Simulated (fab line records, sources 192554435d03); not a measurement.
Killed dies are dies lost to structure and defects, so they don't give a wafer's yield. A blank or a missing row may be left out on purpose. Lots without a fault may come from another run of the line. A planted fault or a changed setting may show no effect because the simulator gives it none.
fab line records | flow n5_finfet
record lots=10 wafers=30 last_day=17
route steps=1938 shown SD_ACTIVATION@331 ILD0@339 BEOL_M4@1111 PASSIVATION@1936
lots that met no fault: from a run of the same line without faults
start_h: hours from the record's first day to the start of the lot's first wafer shown | wait_h: hours since the lot's step before | " the same as in the row above | L1.1+2: a row that stands for several wafers | - no value, or no start given | * or withheld: withheld | < > ~ a bound
route shown NAME@n: a module of which the file shows steps, and the number in the route of the first | usual: mean/standard deviation of fault-free wafers | same: alike in all rows | chamber/n: place in a boat | sites: the reading at each site | _std_site: their standard deviation | _edge_site: outer sites' mean less inner sites' | radius_mm: how far each site lies from the wafer's centre | mask NAME#n: copy n | behind: the tool/chamber that last shaped the wafer | hold: why the lot was held/for how many hours/how that ended | device: the transistor (n, p or np) that didn't switch | end of line: the same wafers' tests at the end of the route | a step without rows: its recipe alone | killed: dies lost to structure and defects at the first sort, not the wafer's yield | map: a wafer's dies, x killed, . not, _ none there
set.NAME: the setting as run; set.NAME@STEP: as run at that earlier step | model.NAME: the simulator's own value behind a step, which no gauge read
steps of the route over a sample of lots; a table a step, a row a wafer
services: from which hour (start_h, from the record's first day; less than 0 if before it) a tool's chamber was out of use, for how many hours, and why
## steps
# step N5_SD_ACTIVATION_LSA_01
# recipe temp_c=1080 time_s=0.0008 ambient=N2
# usual wafer_temp_C_max=1084.4/0.88
# columns lot.wafer tool chamber start_h wait_h wafer_temp_C_max
L608.3 laser_anneal-01 0 60.07 0.2 1082.9
L608.5 " 0 " " 1084.0
L608.6 " 0 " " 1084.1
L609.2 laser_anneal-02 0 66.00 0.2 1083.7
L609.4 " 0 " " 1082.4
L609.6 " 0 " " 1083.7
L610.1 laser_anneal-01 0 69.81 0.2 1083.2
L610.4 " 0 " " 1084.3
L610.5 " 0 " " 1083.5
L611.1 laser_anneal-02 0 75.75 0.2 1083.8
L611.4 " 0 " " 1084.3
L611.6 " 0 " " 1084.0
L617.2 laser_anneal-02 0 112.33 0.2 1083.8
L617.4 " 0 " " 1085.7
L617.6 " 0 " " 1082.7
L622.2 laser_anneal-02 0 143.10 0.2 1083.6
L622.4 " 0 " " 1083.7
L622.5 " 0 " " 1084.2
L623.1 laser_anneal-01 0 149.55 0.2 1084.5
L623.5 " 0 " " 1087.3
L623.6 " 0 " " 1084.8
L625.1 laser_anneal-01 0 161.96 0.2 1084.1
L625.5 " 0 " " 1084.0
L625.6 " 0 " " 1085.8
L626.1 laser_anneal-02 0 167.28 0.2 1083.9
L626.3 " 0 " " 1083.5
L626.4 " 0 " " 1084.1
L629.3 laser_anneal-01 0 186.74 0.2 1086.7
L629.5 " 0 " " 1083.5
L629.6 " 0 " " 1084.2
# step N5_ILD0_THK_MEAS_04
# usual thk_nm=197.7/1.1
# columns lot.wafer tool chamber start_h wait_h thk_nm
L608.3 film_metro-02 - 63.31 - 199.3
L608.5 " - " " 197.8
L608.6 " - " " 198.1
L609.2 film_metro-02 - 69.21 - 200.1
L609.4 " - " " 198.6
L609.6 " - " " 198.8
L610.1 film_metro-01 - 73.15 - 198.2
L610.4 " - " " 198.4
L610.5 " - " " 199.9
L611.1 film_metro-01 - 79.17 - 199.2
L611.4 " - " " 198.7
L611.6 " - " " 199.2
L617.2 film_metro-01 - 115.53 - 198.6
L617.4 " - " " 198.3
L617.6 " - " " 196.7
L622.2 film_metro-02 - 146.29 - 196.5
L622.4 " - " " 196.4
L622.5 " - " " 196.0
L623.1 film_metro-02 - 153.05 - 197.1
L623.5 " - " " 197.0
L623.6 " - " " 196.9
L625.1 film_metro-02 - 165.18 - 198.0
L625.5 " - " " 198.2
L625.6 " - " " 199.0
L626.1 film_metro-02 - 170.93 - 199.0
L626.3 " - " " 197.1
L626.4 " - " " 197.0
L629.3 film_metro-01 - 189.94 - 199.4
L629.5 " - " " 198.0
L629.6 " - " " 199.7
# step N5_ILD0_ALD_15
# recipe material=SiNx target_thk_a=240 temp_c=400 ald_precursor_family=SiH2I2 ald_co_reactant=N2/H2-plasma pulse_time_s=1 ald_cycles=480 purge_time_s=2 co_reactant_purge_time_s=2 pressure_torr=2
# usual heater_power_w=863/110 precursor_pulse_height_rel=1.001/0.02
# columns lot.wafer tool chamber start_h wait_h heater_power_w precursor_pulse_height_rel
L608.3 ald_sin-04 0 64.35 0.4 945 1.015
L608.5 " 2 65.44 1.2 850 0.995
L608.6 " 1 " " 985 1.003
L609.2 ald_sin-04 3 70.26 0.5 843 0.991
L609.4 " 0 " " 949 1.019
L609.6 " 2 71.34 1.1 876 1.004
L610.1 ald_sin-04 2 74.19 0.6 868 0.988
L610.4 " 1 " " 980 1.026
L610.5 " 0 75.28 1.2 973 0.977
L611.1 ald_sin-03 3 80.21 0.6 668 0.988
L611.4 " 2 " " 1033 1.011
L611.6 " 1 81.29 1.1 737 0.975
L617.2 ald_sin-04 2 116.57 0.5 876 1.010
L617.4 " 3 " " 816 0.989
L617.6 " 0 117.66 1.1 942 0.968
L622.2 ald_sin-04 0 147.39 0.5 950 1.006
L622.4 " 3 " " 835 1.019
L622.5 " 2 148.48 1.3 873 1.039
L623.1 ald_sin-03 2 154.88 1.3 1000 0.981
L623.5 " 0 155.96 2.0 926 1.003
L623.6 " 3 " " 693 0.982
L625.1 ald_sin-03 1 166.24 0.6 742 1.026
L625.5 " 0 167.32 1.2 948 0.982
L625.6 " 1 " " 733 1.002
L626.1 ald_sin-04 2 171.97 0.6 886 0.994
L626.3 " 0 " " 936 1.013
L626.4 " 1 " " 973 1.048
L629.3 ald_sin-01 3 191.10 0.5 747 0.968
L629.5 " 2 192.19 1.3 969 1.033
L629.6 " 1 " " 747 1.002
# step N5_ILD0_CMP_12
# recipe stop_on=poly-Si material=SiNx t_overpolish_s=6 post_cmp_clean=alkaline_brush down_force_psi=2.5 platen_rpm=51.8 pad_velocity_m_s=1.0307 target_thk_nm=17.67
# usual motor_current_A=9.3/0.93 overpolish_run_s=6.000/0.0091 platen_rpm=51.80/0.037 slurry_filter_dp_kPa=13.48/0.13 time_to_endpoint_s=30.8/2.8
# columns lot.wafer tool chamber start_h wait_h motor_current_A overpolish_run_s platen_rpm slurry_filter_dp_kPa time_to_endpoint_s
L608.3 cmp-02 3 66.66 1.2 11.5 5.982 51.83 13.53 33.0
L608.6 " 0 " " 9.6 5.993 51.86 13.13 30.2
L608.5 " 1 " " 9.3 5.988 51.77 13.50 30.5
L609.2 cmp-02 0 72.46 1.1 9.7 6.014 51.80 13.45 31.4
L609.4 " 1 " " 9.4 6.009 51.75 13.54 31.9
L609.6 " 0 " " 9.9 6.012 51.78 13.33 30.4
L610.4 cmp-04 2 76.47 1.2 8.8 6.002 51.80 13.45 27.8
L610.1 " 3 " " 9.6 5.988 51.82 13.47 32.6
L610.5 " 1 " " 8.5 6.015 51.88 13.27 29.9
L611.4 cmp-01 1 82.46 1.2 7.8 5.984 51.84 13.67 27.0
L611.1 " 2 " " 8.3 6.017 51.80 13.27 30.8
L611.6 " 0 " " 8.2 5.997 51.83 13.21 31.7
L617.2 cmp-04 2 118.85 1.2 9.0 5.999 51.81 13.57 28.5
L617.4 " 3 " " 8.8 6.003 51.80 13.47 33.0
L617.6 " 1 " " 8.9 5.997 51.77 13.32 29.5
L622.2 cmp-02 0 149.67 1.2 10.1 6.006 51.83 13.50 58.1
L622.4 " 1 " " 9.5 6.013 51.80 13.49 29.5
L622.5 " 3 " " 11.6 5.995 51.72 13.28 36.1
L623.1 cmp-02 1 157.11 1.2 9.7 6.009 51.81 13.35 30.3
L623.5 " 0 " " 10.4 6.000 51.76 13.60 30.1
L623.6 " 1 " " 10.1 6.011 51.81 13.59 58.8
L625.1 cmp-04 1 168.56 1.2 8.8 6.003 51.77 13.59 29.8
L625.6 " 2 " " 9.3 6.010 51.81 13.47 28.3
L625.5 " 3 " " 9.1 6.003 51.81 13.76 30.0
L626.3 cmp-01 3 174.17 1.1 8.3 6.004 51.76 13.63 26.3
L626.4 " 0 " " 8.6 6.011 51.79 13.51 28.6
L626.1 " 2 " " 8.1 5.988 51.82 13.29 26.8
L629.3 cmp-01 3 193.34 1.2 7.9 6.014 51.77 13.49 30.9
L629.5 " 2 " " 8.2 6.011 51.76 13.44 30.9
L629.6 " 3 " " 7.9 6.009 51.78 13.57 30.8
# step N5_BEOL_M4_RC_MEAS_101
# usual DIBL_N=36.0/2.5 DIBL_P=36.7/3 IOFF_N=0.16/0.043 IOFF_P=0.21/0.049 ION_N=673/15 ION_P=461/9.8 SS_N=71.5/0.83 SS_P=73.4/0.83 VT_N=250/4 VT_P=-251/4
# columns lot.wafer tool chamber start_h wait_h DIBL_N[mV/V] DIBL_P[mV/V] IOFF_N[nA/um] IOFF_P[nA/um] ION_N[uA/um] ION_P[uA/um] SS_N[mV/dec] SS_P[mV/dec] VT_N[mV] VT_P[mV]
L609.2 prober-02 0 160.81 0.2 41.7 41.5 0.27 0.30 687 465 73.2 75.1 244 -247
L609.4 " 0 " " 36.4 34.4 0.14 0.17 663 449 71.2 73.3 255 -257
L609.6 " 0 " " 36.7 34.5 0.15 0.18 664 449 71.7 74.0 255 -255
L608.3 prober-01 0 161.37 0.3 32.1 33.7 0.12 0.18 657 456 70.5 72.6 254 -254
L608.5 " 0 " " 33.0 33.8 0.14 0.18 671 459 71.7 72.8 254 -254
L608.6 " 0 " " 31.8 33.3 0.12 0.17 663 459 70.7 72.1 252 -250
L610.1 prober-02 0 180.56 0.0 36.6 37.3 0.18 0.19 697 468 71.9 74.1 248 -254
L610.4 " 0 " " 38.3 38.7 0.20 0.22 686 459 72.2 74.5 247 -251
L610.5 " 0 " " 34.3 34.4 0.13 0.16 676 463 70.9 73.0 254 -255
L611.1 prober-02 0 185.75 0.0 40.0 40.1 0.22 0.28 691 467 72.0 73.9 243 -243
L611.4 " 0 " " 35.5 35.4 0.14 0.20 664 455 71.4 73.4 251 -251
L611.6 " 0 " " 40.0 41.3 0.24 0.32 700 482 72.0 73.7 242 -243
L617.2 prober-01 0 218.24 0.2 39.2 43.4 0.28 0.32 689 470 72.0 75.1 242 -244
L617.4 " 0 " " 35.1 35.1 0.17 0.18 666 456 71.2 73.2 249 -254
L617.6 " 0 " " 33.3 35.7 0.13 0.17 677 463 69.9 72.6 251 -254
L622.2 prober-01 0 243.50 0.2 41.8 41.4 0.27 0.32 684 462 73.2 74.9 247 -244
L622.4 " 0 " " 34.5 32.9 0.13 0.18 668 462 70.4 72.5 251 -251
L622.5 " 0 " " 35.7 33.3 0.13 0.18 650 447 71.9 73.4 256 -251
L623.1 prober-01 0 266.62 0.0 34.7 34.9 0.14 0.19 677 466 70.6 73.5 251 -250
L623.5 " 0 " " 38.4 39.5 0.21 0.27 684 469 72.1 74.4 246 -248
L623.6 " 0 " " 35.1 35.9 0.15 0.21 670 459 71.5 72.9 252 -253
L625.1 prober-02 0 276.94 0.0 34.9 36.0 0.14 0.22 666 462 70.3 73.1 251 -247
L625.5 " 0 " " 37.1 38.8 0.17 0.26 672 469 71.8 73.2 248 -246
L625.6 " 0 " " 37.5 39.1 0.19 0.27 694 484 71.2 73.4 246 -244
L626.1 prober-02 0 296.13 0.0 34.8 37.1 0.16 0.19 679 462 71.5 73.4 248 -252
L626.3 " 0 " " 31.6 33.3 0.11 0.14 664 454 70.2 72.8 258 -256
L626.4 " 0 " " 27.6 28.4 0.07 0.11 649 455 69.4 71.7 258 -257
L629.3 prober-01 0 305.45 0.3 36.2 37.5 0.17 0.23 690 470 71.2 73.6 246 -248
L629.5 " 0 " " 35.2 35.9 0.15 0.21 686 475 71.5 72.8 250 -248
L629.6 " 0 " " 38.7 40.4 0.22 0.29 685 466 72.0 74.1 244 -246
# step N5_PASSIVATION_PROBE_49
# usual defect_limited_yield=91.1/1.5 killed_at_M0_to_M3=37/11 killed_at_M4_up=13/5.6 killed_at_contacts=12/5.6 killed_at_front_end=39/11 killed_at_other=4/3.1 killed_dies=105/18 killed_open=69/13 killed_short=35/7.4 sort_bin_4_leakage=0.00/0.022 sort_bin_5_function=5.1/0.92 sort_bin_6_memory=3.4/0.76 sort_bin_8_speed=0.02/0.11 sort_n_pass=1075/18 sort_yield_pct=91.1/1.5
# same gross_dies=1180 killed_at_back_side=0
# columns lot.wafer tool chamber start_h wait_h defect_limited_yield[%] killed_at_M0_to_M3 killed_at_M4_up killed_at_contacts killed_at_front_end killed_at_other killed_dies killed_open killed_short sort_bin_4_leakage[%] sort_bin_5_function[%] sort_bin_6_memory[%] sort_bin_8_speed[%] sort_n_pass sort_yield_pct[%]
L626.4 prober-02 - 410.18 0.2 92.8 22 13 8 40 2 85 58 26 0 4.2 2.8 0 1095 92.8
# killed by level:class
L626.4 GATE_CUT:geometric_particle:open=9 MOL_CONTACT_COAG:geometric_particle:open=8 FIN_SAQP:geometric_particle:open=7 BEOL_M3:geometric_particle:open=6 GATE_CUT:geometric_particle:short=6 BEOL_M1:geometric_particle:short=6 BEOL_M4:geometric_particle:open=6 FIN_SAQP:geometric_particle:short=5
## services
# columns tool chamber start_h hours kind
cmp-02 - 36.31 2.3 repair
ald_sin-03 - 42.67 4.3 pm
cmp-02 - 50.19 1.1 repair
cmp-02 - 54.90 4.0 pm
laser_anneal-02 - 54.98 7.8 pm
cmp-02 - 58.90 - consumable_replace:conditioner
cmp-02 - 58.90 - consumable_replace:pad
cmp-01 - 62.05 0.9 repair
laser_anneal-01 - 78.28 1.3 pm
ald_sin-01 - 85.25 14.0 pm
cmp-04 - 103.02 4.0 pm
cmp-01 - 118.43 9.1 pm
laser_anneal-02 - 124.62 3.9 pm
ald_sin-01 - 145.61 14.6 pm
ald_sin-01 0 163.64 3.5 repair
ald_sin-04 - 179.19 14.0 pm
ald_sin-04 0 179.19 14.0 vent_cycle
ald_sin-04 1 179.19 14.0 vent_cycle
ald_sin-04 2 179.19 14.0 vent_cycle
ald_sin-04 3 179.19 14.0 vent_cycle
ald_sin-04 0 193.19 - clean
ald_sin-04 1 193.19 - clean
ald_sin-04 2 193.19 - clean
ald_sin-04 3 193.19 - clean
## key
first_sign step=N5_ILD0_CMP_12 reading=time_to_endpoint_s direction=up sigmas=9.8 usual=* struck=*
effect none on later readings
met_at N5_ILD0_CMP_12
struck_lots L622,L623
struck_wafers L622.2,L623.6
not_acting_at N5_SD_ACTIVATION_LSA_01,N5_ILD0_THK_MEAS_04,N5_ILD0_ALD_15
onset_between 72.46 149.67
fault kind=process_parameter_drift tool=cmp-02 chamber=- onset_h=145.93 steps=N5_ILD0_CMP_12 channel=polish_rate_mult offset=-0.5 shape=step end_h=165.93 scope=struck_wafers_only
